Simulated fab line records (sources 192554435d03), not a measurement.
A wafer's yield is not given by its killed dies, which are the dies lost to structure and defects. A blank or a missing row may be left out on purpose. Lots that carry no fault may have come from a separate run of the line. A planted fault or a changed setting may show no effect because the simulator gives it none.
fab line records	flow n5Finfet
record: lots: 4	wafers: 12	lastDay: 17
route steps=1938 shown BEOL_M13@1692 BEOL_M14@1716 PASSIVATION@1936
lots that met no fault: from a run of the same line without faults
startH: start of the lot's first displayed wafer, in hours after the record's first day	waitH: hours from the lot's prior step to this one	" identical to the entry in the row above	L1.1+2: a row that stands for several wafers	- value missing, or start not given	* or withheld: withheld	< > ~ a bound
route shown NAME@n: names a module that has steps shown in the file, with the first one's number in the route	usual: mean/standard deviation of fault-free wafers	same: alike in all rows	chamber/n: place in a boat	sites: each site's reading	_std_site: standard deviation of those values	_edge_site: the outer-site mean with the inner-site mean subtracted	radiusMm: how far each site lies from the wafer's centre	mask NAME#n: copy n	behind: tool/chamber where the wafer was last shaped	hold: why the lot was held/for how many hours/how that ended	device: transistor that didn't switch, given as n, p or np	end of line: tests of these same wafers at the route's end	for a step that has no rows: nothing shown but its recipe	killed: dies that structure and defects cost at the first sort, which is not the same as the wafer's yield	map: shows each die of a wafer: x if killed, . if not, _ if none is there
set.NAME: the run value of the setting; set.NAME@STEP: its run value at that earlier step	model.NAME: the simulator's own value behind a step, which no gauge read
a table for each step, a row for each wafer; lots at some steps of the route
== steps ==
step: N5_BEOL_M13_DESCUM_33
recipe: chemistry: O2	timeS: 7.9	sourcePowerW: 50	biasPowerW: 20	pressureMtorr: 20	rfFrequencyHz: 2.712e+07	tempC: 40	o2FlowSccm: 225
step: N5_BEOL_M13_ETCH_67
recipe: chemistry: CF4	target: SiARC	targetDepthA: 1430	timeS: 238.3	ionEnergyEv: 80	pressureMtorr: 40	sourceW: 545	biasW: 36	Ar_flow_sccm: 100	cf4FlowSccm: 100	ends: cleared
step: N5_BEOL_M13_ETCH_68
recipe: chemistry: N2/H2	target: SOC	maskMaterial: SiARC	sourceW: 3000	biasW: 350	tempC: 40	timeS: 355	ionEnergyEv: 200	pressureMtorr: 30	n2FlowSccm: 200	h2FlowSccm: 200
step: N5_BEOL_M13_STRIP_69
recipe: chemistry: N2/H2	tempC: 40	n2FlowSccm: 200	h2FlowSccm: 200	rfFrequencyHz: 6e+07
step: N5_BEOL_M13_TRENCH_ETCH_34
recipe: chemistry: C4F8/O2/Ar	target: SiOC	targetDepthA: 4134.7	maskMaterial: SOC	pressureMtorr: 30	sourceW: 3000	biasW: 700	Ar_flow_sccm: 400	C4F8_flow_sccm: 15	O2_flow_sccm: 8	heInnerTorr: 15	heOuterTorr: 30	timeS: 162.6	ionEnergyEv: 250
step: N5_BEOL_M13_STRIP_70
recipe: chemistry: C4F8/O2/Ar	resist: SiARC	rfFrequencyHz: 6e+07
step: N5_BEOL_M13_STRIP_37
recipe: chemistry: N2/H2	powerW: 1000	tempC: 250	h2Frac: 0.65	overashFraction: 0.3	pressureMtorr: withheld	n2FlowSccm: 1750	h2FlowSccm: 3250
step: N5_BEOL_M13_ETCH_38
recipe: chemistry: CF4/N2	target: SiCN	targetDepthA: 675	taperDeg: 2	timeS: 71.9	ionEnergyEv: 150	maskMaterial: SiO2	pressureMtorr: 40	sourceW: 430	biasW: 70	Ar_flow_sccm: 100	cf4FlowSccm: 60	n2FlowSccm: 60
step: N5_BEOL_M13_PRECLEAN_39
recipe: chemistry: residueRemover	timeS: 60	tempC: 40
lot.wafer	tool	chamber	startH	waitH
L431.2+3+6	wetBench-02	0,7,1	310.13	0.1
L436.1+4+6	wetBench-02	2,4,0	339.48	0.1
L440.2+4+6	wetBench-02	5,4,2	356.10	0.1
L442.2+3+6	wetBench-06	2,1,6	371.28	0.1
step: N5_BEOL_M13_SRD_40
recipe: timeS: 30	tempC: 23	rinseLiquid: diw	dry: n2Spin	spinRpm: 1500	dryTimeS: 30
step: N5_BEOL_M13_DEGAS_41
recipe: ambient: vacuum	tempC: 250	timeS: 60
step: N5_BEOL_M13_PRE_CLEAN_42
recipe: gas: H2/He	timeS: 30	tempC: 250
step: N5_BEOL_M13_SPUTTER_43
recipe: material: TaN	targetThkA: 150	tempC: 50	biasV: 168.6	powerW: 15000	chamberPressurePa: 0.12	timeS: 24.19
step: N5_BEOL_M13_SPUTTER_44
recipe: material: Ta	targetThkA: 100	tempC: 50	biasV: 80	powerW: 15000	chamberPressurePa: 0.07	timeS: 16.13
step: N5_BEOL_M13_SPUTTER_45
recipe: material: Cu	targetThkA: 800	tempC: -20	biasV: 60	powerW: 26000	chamberPressurePa: 0.13	timeS: 13.33
step: N5_BEOL_M13_ECD_47
recipe: material: Cu	targetThkA: 9360
step: N5_BEOL_M13_ANNEAL_48
recipe: tempC: 225	timeS: 90	ambient: N2
step: N5_BEOL_M13_CMP_49
recipe: stopOn: SiOC	tOverpolishS: 17.1	downForcePsi: 1	platenRpm: 50	clearingPlatenDownForcePsi: 1.5	clearingPlatenRpm: 50	postCmpClean: cuAlkaline	targetThkNm: 420	clearingPlatenPadVelocityMS: 0.99484	padVelocityMS: 0.99484
step: N5_BEOL_M13_PRE_CLEAN_52
recipe: gas: NH3	timeS: 15	tempC: withheld	rfPowerW: 300
step: N5_BEOL_M13_DEP_53
recipe: material: SiCN	targetThkA: 500	tempC: withheld	precursor: 3MS/NH3	pressureTorr: 3	rfW: 675	timeS: 17.8
step: N5_BEOL_M14_ILD_DEP_00
recipe: material: SiO2	targetThkA: 11193	tempC: 400	precursor: TEOS/O2	pressureTorr: 6.5	rfW: 900	teosFlowSccm: 161.4	gas: O2	flowSccm: 2650	timeS: 237.4
step: N5_BEOL_M14_COAT_58
recipe: resist: BARC	tempC: 205	timeS: 60	spinRpm: 1500	resistThkNm: 89
step: N5_BEOL_M14_COAT_04
recipe: spinRpm: 1704	resistThkNm: 800
step: N5_BEOL_M14_EBR_06
recipe: solvent: PGMEA	ebrWidthMm: 1.5
step: N5_BEOL_M14_SOFTBAKE_05
recipe: tempC: 130	timeS: 60
step: N5_BEOL_M14_EXPOSE_07
recipe: maskId: V13	na: 0.8	sourceShape: annular	sigmaInner: 0.5	sigmaOuter: 0.8	polarization: unpolarized	attpsmPhaseDeg: 180	doseMj: 57
step: N5_BEOL_M14_PEB_08
recipe: pebTempC: 130	pebTimeS: 90
step: N5_BEOL_M14_DEVELOP_09
recipe: developTimeS: 45	rinseLiquid: diw	dry: airSpin	devTempC: 21
step: N5_BEOL_M14_HARDBAKE_14
recipe: tempC: 130	timeS: 120
step: N5_BEOL_M14_DESCUM_15
recipe: chemistry: O2	timeS: 7.9	sourcePowerW: 50	biasPowerW: 20	pressureMtorr: 20	rfFrequencyHz: 2.712e+07	tempC: 40	o2FlowSccm: 225
step: N5_BEOL_M14_ETCH_59
recipe: chemistry: N2/H2	target: BARC	targetDepthA: 890	overetchA: 267	timeS: 67.9	ionEnergyEv: 200	pressureMtorr: 30	sourceW: 840	biasW: 150	n2FlowSccm: 200	h2FlowSccm: 200
step: N5_PASSIVATION_PROBE_49
usual: defectLimitedYield: 91.2/1.6	killed_at_M0_to_M3: 35/11	killed_at_M4_up: 14/5.4	killedAtContacts: 13/6	killedAtFrontEnd: 38/11	killedAtOther: 3.4/2.6	killedDies: 104/19	killedOnRim: 13/3.9	killedOpen: 68/13	killedShort: 34/8.5	sort_bin_5_function: 5.1/1	sort_bin_6_memory: 3.3/0.72	sortNPass: 1075/22	sortYieldPct: 91.1/1.9
same: grossDies: 1180	killedAtBackSide: 0	sort_bin_4_leakage[%]: 0	sort_bin_8_speed[%]: 0
lot.wafer	tool	chamber	startH	waitH	defectLimitedYield[%]	killed_at_M0_to_M3	killed_at_M4_up	killedAtContacts	killedAtFrontEnd	killedAtOther	killedDies	killedOnRim	killedOpen	killedShort	sort_bin_5_function[%]	sort_bin_6_memory[%]	sortNPass	sortYieldPct[%]
L431.2	prober-02	-	346.44	0.1	90.2	32	13	13	50	8	116	14	64	52	5.9	3.5	1064	90.2
L431.3	prober-02	-	346.49	0.1	90.9	33	17	13	35	9	107	7	67	40	4.7	4.0	1073	90.9
L431.6	prober-02	-	346.64	0.3	89.4	26	15	22	55	7	125	11	69	49	6.4	3.4	1055	89.4
L436.4	prober-01	-	367.27	0.2	88.2	38	58	14	27	2	139	26	60	31	6.9	3.5	1041	88.2
L440.4	prober-02	-	389.53	0.2	87.8	37	54	15	32	6	144	36	68	36	7.1	4.0	1036	87.8
killed by level:class
L431.2 FIN_SAQP:geometricParticle:short=24 MOL_CONTACT_COAG:geometricParticle:open=13 BEOL_M0_SAQP:geometricParticle:short=12 FIN_SAQP:geometricParticle:open=8 BEOL_M4:geometricParticle:open=7 BEOL_M1:geometricParticle:open=7 BEOL_M0:geometricParticle:open=5 BEOL_M0_SAQP:geometricParticle:open=4
L431.3 FIN_SAQP:geometricParticle:short=10 MOL_CONTACT_COAG:geometricParticle:open=10 BEOL_M4:geometricParticle:open=8 BEOL_M3:geometricParticle:open=7 BEOL_M0:geometricParticle:open=5 BEOL_M2:geometricParticle:open=5 BEOL_M1:geometricParticle:open=5 STARTING-WAFER:geometricParticle:short=5
L431.6 FIN_SAQP:geometricParticle:short=19 MOL_CONTACT_COAG:geometricParticle:open=15 FIN_SAQP:geometricParticle:open=10 BEOL_M4:geometricParticle:open=8 MOL_CONTACT_COAG:geometricParticle:short=7 STI_FIN_REVEAL:geometricParticle:open=7 HKMG_FIN:areaEtch=7 BEOL_M2:geometricParticle:open=6
L436.4 BEOL_M13:unspecified=48 BEOL_M0_SAQP:geometricParticle:open=10 MOL_CONTACT_COAG:geometricParticle:open=9 BEOL_M3:geometricParticle:open=8 BEOL_M1:geometricParticle:open=7 BEOL_M0_SAQP:geometricParticle:short=5 GATE_CUT:geometricParticle:short=5 MOL_CONTACT_COAG:geometricParticle:short=5
L440.4 BEOL_M13:unspecified=38 MOL_CONTACT_COAG:geometricParticle:open=13 BEOL_M3:geometricParticle:open=10 BEOL_M0_SAQP:geometricParticle:short=9 BEOL_M1:geometricParticle:open=7 GATE_CUT:geometricParticle:short=5 BEOL_M4:geometricParticle:open=5 FIN_SAQP:geometricParticle:short=4
map L436.4 (x killed, . not)
_________________........x...________________
______________........x...x....._____________
___________..x.....................__________
__________................x....x...._________
________x.....x.....x.........x.x..xxx_______
_______....................x.x......xxx______
______xx......x.........xx....xxx..xxxxx_____
_____...............................xxxxx____
____......x...x..x.............x....xxxxxx___
___x.........................x.x..x.x.xxxxx__
___..............................x.xxxxxxxx__
__............x........x........x..x...x.xxx_
__...............x.......................xxx_
_...x..x.......x.............x..............x
_x.........x....x..................x.....x...
_...x..............x.........................
_.....x..xx...............x.......x....x..x..
_.x.x..x...................x....x............
_....x...................x...................
_...............x...................x........
_.............x...........xx...........x.....
__...x......................................_
__......................................x..._
___...x..x...................x.x.....xx.x..__
___.........................x..............__
____.......................x.....x.....x..___
_____...............xx.....x.............____
______..........x.................x....._____
_______..................x.............______
________...x.xxx.....x..x.........x..._______
__________.x...........x............_________
___________......x.................__________
______________.................._____________
_________________............________________
map L440.4 (x killed, . not)
_________________...x........________________
______________...........x......_____________
___________...x.............x....xx__________
__________x...x......x.............x_________
________.x....x.......x............xxx_______
_______...x......x....x..x...x.....xxxx______
______..............x..............x.xxx_____
_____.............................x.xxxxx____
____.............x..................xxxxxx___
___.........................x....x.xxxxxxxx__
___................................xxxxxxxx__
__..........x.......x..................x..xx_
__...........................x..........x..x_
_.x...x.x....x................x..............
_...x..xx........x...............x.....x....x
_.............................x.x.x....x....x
_.x...........................x.x............
_..x............x.........................x..
_...........x......x......x..................
_................................x...x....x..
_x.x....x......x....x........................
__................x...x......x..x..........._
__.......................x...x......xx......_
___....x.......x.......x...................__
___........................xxx......x......__
____.x.x.....x.................x..........___
_____....x......x.x......................____
______.............x........xx.....x...._____
_______............x...x..x............______
________..x........x..........x...x..x_______
__________.........x................_________
___________...x......x.............__________
______________...............x.._____________
_________________x.......x.x.________________
== key ==
firstSign: step: N5_PASSIVATION_PROBE_49	reading: killed_at_M4_up	direction: up	sigmas: 7.7	usual: 14	struck: 56
effect: step: N5_PASSIVATION_PROBE_49	reading: killedOnRim	direction: up	sigmas: 4.5	usual: 13	struck: 31
moreKillsBornAt: N5_BEOL_M13_PRECLEAN_39@wetBench-02: 86
metAt N5_BEOL_M13_PRECLEAN_39
struckWafers L436.4,L440.4
fault: kind: chamberParticleSource	tool: wetBench-02	chamber: 4	onsetH: 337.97	steps: N5_BEOL_M13_PRECLEAN_39	ratePerVisitCm2: 0.48894	endH: 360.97
